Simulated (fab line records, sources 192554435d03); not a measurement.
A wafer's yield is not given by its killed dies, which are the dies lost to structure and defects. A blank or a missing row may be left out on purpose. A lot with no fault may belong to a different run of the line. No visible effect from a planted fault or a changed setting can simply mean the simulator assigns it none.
Which tool is to blame? | flow n5 finfet | 23 wafers from 8 lots sampled at 6 of the route's 1938 steps

== WHAT EACH GAUGE READ, for each wafer ==
N5_BEOL_M3_OVL_MEAS_29. Usual: for V2_OVL the level is 0.5 nm and the standard deviation is 0.75.
lot  | measured     | on         | V2_OVL (nm)  | flag
L878 | day 8 04:55  | overlay-02 | 0.1 0.7 -0.4 |
L882 | day 9 04:32  | overlay-02 | 0.1 -0.5 0.6 |
L884 | day 9 05:44  | overlay-02 | 1.4 1.2 1.2  |
L883 | day 9 06:16  | overlay-02 | 1.6 1.6      |
L888 | day 10 14:52 | overlay-02 | 1.2 -0.3 0.0 |
L889 | day 10 18:24 | overlay-02 | 0.9 0.8 1.0  |
L891 | day 11 07:19 | overlay-02 | 1.0 1.2 0.9  |
L895 | day 12 19:46 | overlay-02 | 0.8 1.6 1.8  |

N5_BEOL_M4_RC_MEAS_101. Usual: DIBL_N 36.4 mV/V, standard deviation 1.4; DIBL_P 36.3 mV/V, standard deviation 1.8; IOFF_N 0.163 nA/um, standard deviation 0.024; IOFF_P 0.21 nA/um, standard deviation 0.034; ION_N 673 uA/um, standard deviation 11; ION_P 461 uA/um, standard deviation 7.4; SS_N 71.6 mV/dec, standard deviation 0.52; SS_P 73.3 mV/dec, standard deviation 0.58; VT_N 249.4 mV, standard deviation 2.5; VT_P -250 mV, standard deviation 3.5.
lot  | measured     | on        | DIBL_N (mV/V)  | DIBL_P (mV/V)  | IOFF_N (nA/um)    | IOFF_P (nA/um) | ION_N (uA/um) | ION_P (uA/um) | SS_N (mV/dec)  | SS_P (mV/dec)  | VT_N (mV)         | VT_P (mV)      | flag
L878 | day 9 00:22  | prober-02 | 34.6 36.9 37.7 | 33.8 36.4 38.1 | 0.118 0.154 0.176 | 0.20 0.25 0.27 | 651 661 682   | 458 462 477   | 70.6 72.2 72.1 | 72.5 72.9 74.1 | 254.1 247.8 249.6 | -248 -247 -243 |
L888 | day 11 17:55 | prober-01 | 35.4 35.2 37.6 | 36.1 35.5 38.1 | 0.172 0.160 0.204 | 0.22 0.21 0.25 | 688 664 683   | 466 464 463   | 72.0 70.9 71.9 | 73.5 73.1 74.3 | 246.6 251.5 245.7 | -246 -246 -245 |
L889 | day 11 20:21 | prober-01 | 35.4 34.9 36.1 | 36.8 35.6 36.5 | 0.153 0.145 0.154 | 0.22 0.20 0.21 | 674 648 666   | 461 450 458   | 71.8 71.6 71.9 | 72.6 73.0 73.0 | 250.4 251.5 252.0 | -249 -251 -251 |
L891 | day 12 02:36 | prober-01 | 36.4 34.9 35.2 | 37.2 35.6 36.2 | 0.175 0.147 0.153 | 0.22 0.19 0.19 | 676 683 682   | 461 465 468   | 71.5 70.5 70.8 | 73.4 72.6 72.1 | 248.3 248.1 249.0 | -248 -251 -251 |
L895 | day 13 15:14 | prober-02 | 35.1 36.0 35.1 | 34.8 35.2 35.0 | 0.137 0.146 0.142 | 0.19 0.20 0.20 | 665 666 662   | 460 455 456   | 70.9 71.1 70.9 | 73.0 72.9 72.6 | 250.8 251.1 248.0 | -250 -250 -248 |

== WHICH TOOL RAN EACH LOT (tool, then ch and the chambers of the sampled wafers, then the start) ==
lot  | N5_BEOL_M3_STRIP_66                | N5_BEOL_M3_ETCH_69                 | N5_BEOL_M3_ETCHBACK_99             | N5_BEOL_M3_STRIP_97
L878 | rie diel-02 ch 0,3, day 8 04:20    | rie diel-01 ch 1,2, day 8 05:04    | rie diel-05 ch 0,1,2, day 8 06:14  | rie diel-05 ch 0,1,2, day 9 00:22 or earlier
L882 | rie diel-02 ch 1,2, day 9 03:50    | rie diel-05 ch 0,2,3, day 9 04:55  | rie diel-05 ch 0,1,2, day 9 05:35  | rie diel-05 ch 0,1,2, day 13 23:16 or earlier
L884 | rie diel-01 ch 1,2,3, day 9 05:02  | rie diel-01 ch 1,3, day 9 05:52    | rie diel-01 ch 1,2,3, day 9 09:26  | rie diel-01 ch 1,2,3, day 14 09:40 or earlier
L883 | rie diel-01 ch 1,2, day 9 05:26    | rie diel-02 ch 0,2, day 9 06:24    | rie diel-02 ch 0,1, day 9 09:54    | rie diel-02 ch 0,1, day 14 16:06 or earlier
L888 | rie diel-02 ch 0,1,3, day 10 14:17 | rie diel-01 ch 1,3, day 10 15:19   | rie diel-01 ch 0,2,3, day 10 15:40 | rie diel-01 ch 0,2,3, day 11 17:55 or earlier
L889 | rie diel-02 ch 0,1,3, day 10 17:34 | rie diel-01 ch 2,3, day 10 18:32   | rie diel-01 ch 0,3, day 11 00:38   | rie diel-01 ch 0,3, day 11 20:21 or earlier
L891 | rie diel-05 ch 0,1, day 11 06:37   | rie diel-01 ch 0,2,3, day 11 07:27 | rie diel-02 ch 0,1,2, day 11 10:13 | rie diel-02 ch 0,1,2, day 12 02:36 or earlier
L895 | rie diel-05 ch 0,1,2, day 12 19:04 | rie diel-01 ch 2,3, day 12 19:55   | rie diel-02 ch 0,2,3, day 12 20:37 | rie diel-02 ch 0,2,3, day 13 15:14 or earlier
- N5_BEOL_M3_STRIP_66: strips in CF4.
- N5_BEOL_M3_ETCH_69: etches SiARC in CF4, target depth 15.6 nm, time 26 s.
- N5_BEOL_M3_ETCHBACK_99: etches SiO2 in CHF3, target depth 5 nm, time 10.4 s.
- N5_BEOL_M3_STRIP_97: strips in N2/H2, time 10 s.

== AS READ BY THE TOOLS THEMSELVES (means over the sampled wafers that have a number; for cases with no such wafer, the mark the record gives instead) ==
N5_BEOL_M3_STRIP_66. Usual: bias power w 75.01 W, standard deviation 0.23; chamber pressure mTorr 50.00 mTorr, standard deviation 0.046; drypump motor current A 5.9 A, standard deviation 0.33; oes product au 0.78 a.u., standard deviation 0.076; power w 300.0 W, standard deviation 0.92; rf vpp V 271.5 V, standard deviation 1.1; showerhead plenum p Torr 1.809 Torr, standard deviation 0.028; throttle valve pct 13.61 %, standard deviation 0.22.
lot  | tool        | bias power w (W) | chamber pressure mTorr (mTorr) | drypump motor current A (A) | oes product au (a.u.) | power w (W) | rf vpp V (V) | showerhead plenum p Torr (Torr) | throttle valve pct (%) | flag
L878 | rie diel-02 | 75.30            | 50.03                          | 5.5                         | 0.78                  | 300.6       | 271.7        | 1.811                           | 13.47                  |
L882 | rie diel-02 | 75.12            | 49.98                          | 6.3                         | 0.86                  | 299.8       | 271.5        | 1.818                           | 13.62                  |
L884 | rie diel-01 | 75.03            | 49.99                          | 5.7                         | 0.71                  | 299.8       | 271.5        | 1.790                           | 13.85                  |
L883 | rie diel-01 | 75.28            | 50.05                          | 5.7                         | 0.68                  | 300.1       | 271.2        | 1.814                           | 13.86                  |
L888 | rie diel-02 | 74.92            | 49.99                          | 5.8                         | 0.74                  | 300.8       | 271.2        | 1.799                           | 13.63                  |
L889 | rie diel-02 | 75.27            | 50.00                          | 5.8                         | 0.74                  | 300.1       | 271.7        | 1.799                           | 13.63                  |
L891 | rie diel-05 | 75.19            | 50.00                          | 6.0                         | 0.84                  | 299.3       | 272.4        | 1.821                           | 13.50                  |
L895 | rie diel-05 | 74.73            | 50.00                          | 5.8                         | 0.81                  | 299.1       | 271.6        | 1.813                           | 13.46                  |

N5_BEOL_M3_ETCH_69. Usual: bias w 36.00 W, standard deviation 0.11; cf4 flow sccm 100.01 sccm, standard deviation 0.3; chamber pressure mTorr 40.00 mTorr, standard deviation 0.04; drypump motor current A 5.9 A, standard deviation 0.34; etch rf on time s 25.8 s, standard deviation 0.47; oes product au 0.67 a.u., standard deviation 0.08; rf vpp V 184.1 V, standard deviation 0.92; showerhead plenum p Torr 2.16 Torr, standard deviation 0.04; throttle valve pct 15.64 %, standard deviation 0.24.
lot  | tool        | bias w (W) | cf4 flow sccm (sccm) | chamber pressure mTorr (mTorr) | drypump motor current A (A) | etch rf on time s (s) | oes product au (a.u.) | rf vpp V (V) | showerhead plenum p Torr (Torr) | throttle valve pct (%) | flag
L878 | rie diel-01 | 36.04      | 100.10               | 39.97                          | 5.6                         | 26.2                  | 0.58                  | 183.9        | 2.18                            | 15.87                  |
L882 | rie diel-05 | -          | -                    | -                              | -                           | -                     | -                     | -            | -                               | -                      | OFF
L884 | rie diel-01 | -          | -                    | -                              | -                           | -                     | -                     | -            | -                               | -                      | OFF
L883 | rie diel-02 | -          | -                    | -                              | -                           | -                     | -                     | -            | -                               | -                      | OFF
L888 | rie diel-01 | 35.98      | 99.94                | 40.04                          | 5.9                         | 26.3                  | 0.60                  | 183.3        | 2.10                            | 15.79                  |
L889 | rie diel-01 | 35.98      | 100.17               | 40.04                          | 5.7                         | 26.2                  | 0.63                  | 183.3        | 2.11                            | 15.91                  |
L891 | rie diel-01 | 35.90      | 100.03               | 39.97                          | 5.9                         | 26.0                  | 0.68                  | 184.3        | 2.15                            | 15.68                  |
L895 | rie diel-01 | 36.07      | 99.96                | 39.98                          | 5.7                         | 26.3                  | 0.62                  | 183.8        | 2.11                            | 15.94                  |

N5_BEOL_M3_ETCHBACK_99. Usual: chamber pressure mTorr 30.003 mTorr, standard deviation 0.027; drypump motor current A 5.9 A, standard deviation 0.33; oes product au 0.79 a.u., standard deviation 0.084; rf vpp V 241.0 V, standard deviation 2.1; showerhead plenum p Torr 2.17 Torr, standard deviation 0.039; throttle valve pct 17.08 %, standard deviation 0.21.
lot  | tool        | chamber pressure mTorr (mTorr) | drypump motor current A (A) | oes product au (a.u.) | rf vpp V (V) | showerhead plenum p Torr (Torr) | throttle valve pct (%) | flag
L878 | rie diel-05 | 30.011                         | 5.8                         | 0.87                  | 240.7        | 2.19                            | 16.92                  |
L882 | rie diel-05 | 30.026                         | 5.8                         | 0.32                  | 240.1        | 2.19                            | 16.91                  | OFF
L884 | rie diel-01 | 30.023                         | 5.7                         | 0.27                  | 242.4        | 2.13                            | 17.23                  | OFF
L883 | rie diel-02 | 30.011                         | 5.9                         | 0.29                  | 240.4        | 2.16                            | 17.15                  | OFF
L888 | rie diel-01 | 30.003                         | 5.9                         | 0.81                  | 243.4        | 2.16                            | 17.07                  |
L889 | rie diel-01 | 30.006                         | 6.1                         | 0.90                  | 242.5        | 2.16                            | 16.81                  |
L891 | rie diel-02 | 29.993                         | 6.0                         | 0.81                  | 239.8        | 2.17                            | 17.16                  |
L895 | rie diel-02 | 30.025                         | 5.8                         | 0.79                  | 240.1        | 2.17                            | 17.04                  |

N5_BEOL_M3_STRIP_97. Usual: bias power w 7.002 W, standard deviation 0.02; chamber pressure mTorr 19.998 mTorr, standard deviation 0.017; drypump motor current A 5.9 A, standard deviation 0.32; h2 flow sccm 200.0 sccm, standard deviation 0.6; oes product au 0.79 a.u., standard deviation 0.082; rf vpp V 59.3 V, standard deviation 0.92; showerhead plenum p Torr 2.56 Torr, standard deviation 0.045; throttle valve pct 23.7 %, standard deviation 0.3.
lot  | tool        | bias power w (W) | chamber pressure mTorr (mTorr) | drypump motor current A (A) | h2 flow sccm (sccm) | oes product au (a.u.) | rf vpp V (V) | showerhead plenum p Torr (Torr) | throttle valve pct (%) | flag
L878 | rie diel-05 | 7.004            | 19.990                         | 5.8                         | 199.5               | 0.86                  | 59.3         | 2.58                            | 23.5                   |
L882 | rie diel-05 | 7.008            | 20.010                         | 5.8                         | 199.5               | 0.85                  | 59.3         | 2.58                            | 23.5                   |
L884 | rie diel-01 | 7.000            | 19.998                         | 5.7                         | 199.8               | 0.72                  | 59.7         | 2.52                            | 23.8                   |
L883 | rie diel-02 | 7.021            | 19.990                         | 6.0                         | 200.9               | 0.77                  | 58.7         | 2.55                            | 23.9                   |
L888 | rie diel-01 | 7.004            | 20.006                         | 5.9                         | 199.6               | 0.80                  | 58.8         | 2.55                            | 23.7                   |
L889 | rie diel-01 | 7.001            | 20.002                         | 6.2                         | 200.2               | 0.89                  | 59.0         | 2.54                            | 23.4                   |
L891 | rie diel-02 | 6.995            | 20.006                         | 6.0                         | 199.8               | 0.81                  | 59.2         | 2.55                            | 23.8                   |
L895 | rie diel-02 | 6.992            | 19.989                         | 5.8                         | 199.6               | 0.79                  | 58.9         | 2.56                            | 23.6                   |

== THE ANSWER, worked out from the rows above alone ==
Rule: lot off if the mean of its wafers having a number is beyond 3 standard deviations from the usual mean. A lot without any number at a reading at which 4 lots or more have one is off too. The other lots that the step has rows for count as sound. Order of review: gauges by route order, followed by the tools' own readings, for which a lot's mean as printed above is used. The first step at which some lot is off is used, and at that step the reading that is off furthest; a lot without a number counts as furthest.
Off: L882, L884, L883 (N5_BEOL_M3_ETCH_69, bias w). Without a number there: L882, L884, L883.
A tool fits if, at that step or a process step before it, it ran every lot that is off, and no sound lot after the first of them. None of those tried fits.

== WHAT WAS PUT IN BY THE SIMULATOR ==
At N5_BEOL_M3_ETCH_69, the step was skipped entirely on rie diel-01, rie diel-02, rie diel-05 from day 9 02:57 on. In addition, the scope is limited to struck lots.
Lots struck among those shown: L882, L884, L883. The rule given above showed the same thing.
